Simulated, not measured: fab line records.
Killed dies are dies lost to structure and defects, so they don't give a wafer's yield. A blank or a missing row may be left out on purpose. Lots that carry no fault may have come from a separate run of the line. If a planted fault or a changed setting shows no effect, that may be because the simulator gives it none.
fab line records    flow nand-harc
record lots=14  wafers=42  last-day=35
route steps=1302 shown P_BONDPAD@375 A_ONON_D1@424 END@1302
lots with no fault: from the same line, run without faults
start-h: hours from the record's first day to the start of the lot's first wafer shown    wait-h: hours from the lot's prior step to this one    " the same as in the row above    L1.1+2: a row that stands for several wafers    - either no value or no given start    * or withheld: withheld    < > ~ a bound
route shown NAME@n: NAME is a module with steps in the file, n the number in the route of the first one    usual: mean/standard deviation of fault-free wafers    same: alike in all rows    chamber/n: place in a boat    sites: readings site by site    _std_site: the standard deviation of these    _edge_site: the outer-site mean with the inner-site mean subtracted    radius-mm: for every site, how far away it sits from the centre of the wafer    mask NAME#n: copy n    behind: the most recent tool/chamber to have shaped the wafer    hold: what put the lot on hold/how long, in hours/how the hold closed    device: which transistor (n, p or np) failed to switch    end of line: tests run on the same wafers once the route is complete    where a step has no rows: the recipe by itself    killed: not the wafer's yield, but the dies lost to structure and defects at the first sort    map: a wafer's dies, marking killed ones x, the rest . and places with no die _
set.NAME: the run value of the setting; set.NAME@STEP: its run value at that earlier step    model.NAME: the simulator's own value behind a step, which no gauge read
steps of the route over a sample of lots; a table a step, a row a wafer
services: the hour from which a tool's chamber was out of use, counted from the record's first day as start-h (under 0 if before that day), plus the number of hours and why
## steps
# step NHARC_P_BONDPAD_PRE_CLEAN_26
# recipe time-s=30  temp-c=280  gas=H2/He
# usual heater-power-w=399/34
lot.wafer  tool            chamber  start-h  wait-h  heater-power-w
L845.4     pvd-sputter-01  -        -        -       429
L845.1     "               -        "        "       384
L845.5     "               -        "        "       414
L846.1     pvd-sputter-02  -        -        -       386
L846.4     "               -        "        "       444
L846.3     "               -        "        "       421
L847.3     pvd-sputter-01  -        -        -       400
L847.4     "               -        "        "       395
L847.6     "               -        "        "       436
L848.4     pvd-sputter-02  -        -        -       336
L848.1     "               -        "        "       443
L848.6     "               -        "        "       351
L850.4     pvd-sputter-03  -        -        -       451
L850.6     "               -        "        "       391
L850.5     "               -        "        "       356
L852.1     pvd-sputter-01  -        -        -       425
L852.4     "               -        "        "       442
L852.2     "               -        "        "       397
L854.1     pvd-sputter-02  -        -        -       423
L854.3     "               -        "        "       395
L854.5     "               -        "        "       358
L859.2     pvd-sputter-01  -        -        -       363
L859.1     "               -        "        "       433
L859.3     "               -        "        "       376
L858.4     pvd-sputter-03  -        -        -       410
L858.1     "               -        "        "       366
L858.5     "               -        "        "       395
L861.4     pvd-sputter-02  -        -        -       343
L861.3     "               -        "        "       431
L861.6     "               -        "        "       339
L862.1     pvd-sputter-02  -        -        -       441
L862.3     "               -        "        "       343
L862.6     "               -        "        "       446
L863.3     pvd-sputter-01  -        -        -       402
L863.6     "               -        "        "       372
L863.5     "               -        "        "       423
L864.4     pvd-sputter-02  -        -        -       438
L864.6     "               -        "        "       420
L864.5     "               -        "        "       346
L867.3     pvd-sputter-01  -        -        -       390
L867.2     "               -        "        "       400
L867.5     "               -        "        "       403
# step NHARC_P_BONDPAD_THK_MEAS_20
# recipe thk-meas-gauge=xrf
# usual thk-nm=160.6/1.5
lot.wafer  tool           chamber  start-h  wait-h  thk-nm
L845.1     film-metro-01  -        144.33   -       162.5
L845.4     "              -        "        "       161.3
L845.5     "              -        "        "       163.6
L846.1     film-metro-02  -        160.16   -       162.3
L846.3     "              -        "        "       160.9
L846.4     "              -        "        "       161.0
L847.3     film-metro-02  -        169.91   -       163.2
L847.4     "              -        "        "       162.9
L847.6     "              -        "        "       160.0
L848.1     film-metro-01  -        179.19   -       158.8
L848.4     "              -        "        "       162.5
L848.6     "              -        "        "       162.2
L850.4     film-metro-02  -        197.27   -       159.9
L850.5     "              -        "        "       159.7
L850.6     "              -        "        "       159.1
L852.1     film-metro-02  -        213.98   -       160.4
L852.2     "              -        "        "       162.0
L852.4     "              -        "        "       161.1
L854.1     film-metro-02  -        232.34   -       163.7
L854.3     "              -        "        "       162.7
L854.5     "              -        "        "       163.3
L859.1     film-metro-01  -        284.50   -       156.2
L859.2     "              -        "        "       158.4
L859.3     "              -        "        "       161.4
L858.1     film-metro-01  -        284.69   -       161.0
L858.4     "              -        "        "       161.0
L858.5     "              -        "        "       159.8
L861.3     film-metro-01  -        305.60   -       160.6
L861.4     "              -        "        "       160.4
L861.6     "              -        "        "       159.1
L862.1     film-metro-02  -        312.34   -       161.7
L862.3     "              -        "        "       160.9
L862.6     "              -        "        "       160.8
L863.3     film-metro-01  -        331.73   -       158.6
L863.5     "              -        "        "       159.3
L863.6     "              -        "        "       161.3
L864.4     film-metro-02  -        336.11   -       158.4
L864.5     "              -        "        "       158.4
L864.6     "              -        "        "       159.4
L867.2     film-metro-01  -        375.70   -       161.9
L867.3     "              -        "        "       160.2
L867.5     "              -        "        "       159.1
# step NHARC_P_BONDPAD_INSPECT_23
# usual raw-defect-count=336/120
lot.wafer  tool               chamber  start-h  wait-h  raw-defect-count
L845.1     defect-inspect-02  -        144.55   0.0     262
L845.4     "                  -        "        "       318
L845.5     "                  -        "        "       296
L846.1     defect-inspect-02  -        160.39   0.0     284
L846.3     "                  -        "        "       326
L846.4     "                  -        "        "       257
L847.3     defect-inspect-02  -        170.12   0.0     245
L847.4     "                  -        "        "       394
L847.6     "                  -        "        "       422
L848.1     defect-inspect-01  -        179.40   0.0     393
L848.4     "                  -        "        "       346
L848.6     "                  -        "        "       295
L850.4     defect-inspect-01  -        197.50   0.0     231
L850.5     "                  -        "        "       222
L850.6     "                  -        "        "       292
L852.1     defect-inspect-02  -        214.19   0.0     285
L852.2     "                  -        "        "       224
L852.4     "                  -        "        "       353
L854.1     defect-inspect-02  -        232.54   0.0     386
L854.3     "                  -        "        "       214
L854.5     "                  -        "        "       390
L859.1     defect-inspect-01  -        284.70   0.0     430
L859.2     "                  -        "        "       591
L859.3     "                  -        "        "       378
L858.1     defect-inspect-02  -        284.92   0.0     470
L858.4     "                  -        "        "       605
L858.5     "                  -        "        "       338
L861.3     defect-inspect-02  -        305.82   0.0     203
L861.4     "                  -        "        "       203
L861.6     "                  -        "        "       349
L862.1     defect-inspect-02  -        312.55   0.0     422
L862.3     "                  -        "        "       254
L862.6     "                  -        "        "       264
L863.3     defect-inspect-01  -        331.94   0.0     288
L863.5     "                  -        "        "       388
L863.6     "                  -        "        "       210
L864.4     defect-inspect-01  -        336.34   0.0     186
L864.5     "                  -        "        "       242
L864.6     "                  -        "        "       214
L867.2     defect-inspect-02  -        375.90   0.0     279
L867.3     "                  -        "        "       244
L867.5     "                  -        "        "       195
# step NHARC_A_ONON_D1_DEP_00
# recipe target-thk-a=10000  n2-flow-sccm=2750  n2o-flow-sccm=2000  nh3-flow-sccm=500  sih4-flow-sccm=210  temp-c=400
lot.wafer   tool           chamber  start-h  wait-h
L845.1+4+5  pecvd-onon-01  0        168.19   0.1
L846.1+3+4  pecvd-onon-01  0        183.31   0.1
L847.3+4+6  pecvd-onon-01  0        192.89   0.2
L848.1+4+6  pecvd-onon-01  0        203.79   0.1
L850.4+5+6  pecvd-onon-01  0        220.11   0.2
L852.1+2+4  pecvd-onon-01  0        238.33   0.1
L854.1+3+5  pecvd-onon-03  0        256.42   0.1
L858.1+4+5  pecvd-onon-01  0        308.18   0.1
L859.1+2+3  pecvd-onon-04  0        308.18   0.1
L861.3+4+6  pecvd-onon-03  0        326.68   0.2
L862.1+3+6  pecvd-onon-01  0        335.13   0.1
L863.3+5+6  pecvd-onon-04  0        358.19   0.2
L864.4+5+6  pecvd-onon-01  0        358.22   0.2
L867.2+3+5  pecvd-onon-01  0        398.66   0.1
# step NHARC_A_ONON_D1_THK_MEAS_02
# recipe thk-meas-gauge=ellipsometry
# usual thk-nm=1001/10
lot.wafer  tool           chamber  start-h  wait-h  thk-nm
L845.1     film-metro-01  -        168.71   -       991
L845.4     "              -        "        "       992
L845.5     "              -        "        "       991
L846.1     film-metro-01  -        183.82   -       987
L846.3     "              -        "        "       987
L846.4     "              -        "        "       990
L847.3     film-metro-01  -        193.29   -       1011
L847.4     "              -        "        "       1009
L847.6     "              -        "        "       1010
L848.1     film-metro-01  -        204.30   -       1008
L848.4     "              -        "        "       1176
L848.6     "              -        "        "       1008
L850.4     film-metro-02  -        220.45   -       1159
L850.5     "              -        "        "       994
L850.6     "              -        "        "       992
L852.1     film-metro-02  -        238.84   -       989
L852.2     "              -        "        "       991
L852.4     "              -        "        "       1158
L854.1     film-metro-02  -        256.93   -       1012
L854.3     "              -        "        "       1011
L854.5     "              -        "        "       1011
L858.1     film-metro-02  -        308.69   -       1019
L858.4     "              -        "        "       1019
L858.5     "              -        "        "       1020
L859.1     film-metro-01  -        308.69   -       993
L859.2     "              -        "        "       993
L859.3     "              -        "        "       994
L861.3     film-metro-01  -        327.07   -       996
L861.4     "              -        "        "       997
L861.6     "              -        "        "       997
L862.1     film-metro-01  -        335.64   -       997
L862.3     "              -        "        "       997
L862.6     "              -        "        "       998
L864.4     film-metro-01  -        358.56   -       996
L864.5     "              -        "        "       997
L864.6     "              -        "        "       997
L863.3     film-metro-02  -        358.59   -       993
L863.5     "              -        "        "       991
L863.6     "              -        "        "       995
L867.2     film-metro-01  -        399.11   -       1008
L867.3     "              -        "        "       1007
L867.5     "              -        "        "       1008
# step NHARC_END_SORT_01
# recipe temp-c=25
# usual killed-at-array=44/16  killed-at-other=0.6/1.1  killed-at-periphery=3.9/2.6  killed-dies=48/16  killed-open=3.1/1.9  killed-short=2.4/1.8
# same gross-dies=677
lot.wafer  tool       chamber  start-h  wait-h  killed-at-array  killed-at-other  killed-at-periphery  killed-dies  killed-open  killed-short
L848.1     prober-02  0        593.81   2.5     18               0                0                    18           2            0
L848.4     prober-02  0        596.24   3.4     672              0                5                    677          2            2
L848.6     prober-02  0        597.87   4.1     18               0                3                    21           5            3
L850.4     prober-01  0        612.96   3.4     677              0                0                    677          2            0
L850.5     prober-01  0        613.75   3.7     53               1                3                    57           3            2
L850.6     prober-01  0        614.54   4.0     58               1                3                    62           4            2
L852.1     prober-02  0        624.03   2.5     74               0                1                    75           3            4
L852.2     prober-02  0        624.84   2.8     60               0                7                    67           1            4
L852.4     prober-02  0        626.45   3.4     674              0                3                    677          6            1
# killed by level:class
L848.1 A_CHANNEL_HOLE_D2:chamber-film-flake=6 A_CONTACT:chamber-film-flake=4 A_CHANNEL_HOLE_D1:chamber-film-flake=3 A_STAIRCASE:chamber-film-flake=3 A_BLC:geometric-particle:open=1 A_M1:geometric-particle:open=1
L848.4 A_ONON_D1:area-dep=655 A_CHANNEL_HOLE_D2:chamber-film-flake=9 A_WL_FILL:chamber-film-flake=3 P_GATE:chamber-film-flake=2 A_ZERO_WELL:chamber-film-flake=2 P_CONTACT:geometric-particle:short=1 P_CONTACT:chamber-film-flake=1 P_M1:geometric-particle:open=1
L848.6 A_CHANNEL_HOLE_D2:chamber-film-flake=8 A_M0:geometric-particle:open=2 A_CONTACT:chamber-film-flake=2 P_CONTACT:geometric-particle:open=1 P_CONTACT:geometric-particle:short=1 A_SOURCE_PLATE:geometric-particle:open=1 A_ONON_D1:geometric-particle:open=1 A_ONON_D2:geometric-particle:short=1
L850.4 A_ONON_D1:area-dep=618 A_CHANNEL_HOLE_D2:chamber-film-flake=39 A_SLIT:chamber-film-flake=14 A_WL_FILL:chamber-film-flake=3 A_M0:geometric-particle:open=1 A_M1:geometric-particle:open=1 A_STAIRCASE:chamber-film-flake=1
L850.5 A_CHANNEL_HOLE_D2:chamber-film-flake=25 A_SLIT:chamber-film-flake=17 A_STAIRCASE:chamber-film-flake=5 A_CONTACT:chamber-film-flake=2 P_CONTACT:geometric-particle:short=1 P_CONTACT:geometric-particle:open=1 A_CHANNEL_HOLE_D1:geometric-particle:open=1 A_BLC:chamber-film-flake=1
L850.6 A_CHANNEL_HOLE_D2:chamber-film-flake=35 A_SLIT:chamber-film-flake=13 A_STAIRCASE:chamber-film-flake=3 P_M0:geometric-particle:open=2 P_M0:geometric-particle:short=1 A_CHANNEL_FILL_D1:geometric-particle:short=1 A_ONON_D2:geometric-particle:open=1 A_CHANNEL_FILL_D2:geometric-particle:open=1
L852.1 A_CHANNEL_HOLE_D1:chamber-film-flake=29 A_CHANNEL_HOLE_D2:chamber-film-flake=19 A_CONTACT:chamber-film-flake=8 A_STAIRCASE:chamber-film-flake=4 A_SGD_CUT:chamber-film-flake=4 A_M0:chamber-film-flake=3 A_ONON_D2:geometric-particle:short=2 P_M0:geometric-particle:open=1
L852.2 A_CHANNEL_HOLE_D2:chamber-film-flake=29 A_CHANNEL_HOLE_D1:chamber-film-flake=16 A_CONTACT:chamber-film-flake=5 A_STAIRCASE:chamber-film-flake=4 P_ZERO_WELL:chamber-film-flake=3 P_M1:chamber-film-flake=2 A_WL_FILL:chamber-film-flake=2 P_CONTACT:geometric-particle:open=1
L852.4 A_ONON_D1:area-dep=632 A_CHANNEL_HOLE_D1:chamber-film-flake=12 A_CHANNEL_HOLE_D2:chamber-film-flake=12 A_STAIRCASE:chamber-film-flake=4 A_CONTACT:chamber-film-flake=4 A_CHANNEL_FILL_D2:geometric-particle:open=2 A_SOURCE_PLATE:geometric-particle:short=1 A_SOURCE_PLATE:geometric-particle:open=1
## services
tool            chamber  start-h  hours  kind
pvd-sputter-03  -        119.46   2.5    repair
pecvd-onon-04   -        130.57   13.0   pm
pecvd-onon-03   -        131.61   2.0    repair
pvd-sputter-02  -        141.91   3.6    repair
pvd-sputter-03  -        170.06   10.0   pm
pvd-sputter-01  -        202.15   8.3    repair
pvd-sputter-01  -        226.04   10.0   pm
pecvd-onon-03   -        227.00   13.0   pm
pvd-sputter-01  -        243.21   0.9    repair
pecvd-onon-01   -        269.03   13.0   pm
pvd-sputter-02  -        282.06   10.0   pm
pecvd-onon-04   -        311.57   13.0   pm
pvd-sputter-03  -        348.06   10.0   pm
## key
first-sign step=NHARC_A_ONON_D1_THK_MEAS_02  reading=thk-nm  direction=up  sigmas=16  usual=1001  struck=1164
effect step=NHARC_END_SORT_01  reading=killed-at-array  direction=up  sigmas=40  usual=44  struck=674
more-kills-born-at NHARC_A_ONON_D1_DEP_00@pecvd-onon-01=1905
met-at NHARC_A_ONON_D1_DEP_00
struck-lots L848,L850,L852
struck-wafers L848.4,L850.4,L852.4
later-rows-left-out L848.4,L850.4,L852.4
tester-left-out L848,L850,L852
not-acting-at NHARC_P_BONDPAD_PRE_CLEAN_26,NHARC_P_BONDPAD_THK_MEAS_20,NHARC_P_BONDPAD_INSPECT_23
onset-between 192.89 203.79
fault kind=process-parameter-drift  tool=pecvd-onon-01  chamber=-  onset-h=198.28  steps=NHARC_A_ONON_D1_DEP_00  channel=target-thk-a  offset=*  shape=step  end-h=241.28  scope=struck-wafers-only  acts-in=*  stated=*
# tester-left-out: of these lots the tester's yield and bins aren't shown, on N5 and GAA mostly nor the transistor test; their killed dies are dies lost to structure and defects alone, not to doping, threshold or leakage, so they don't give the yield
# later-rows-left-out: the simulator's readings of these wafers behind a module that went badly wrong aren't trusted and aren't shown, but for the sort
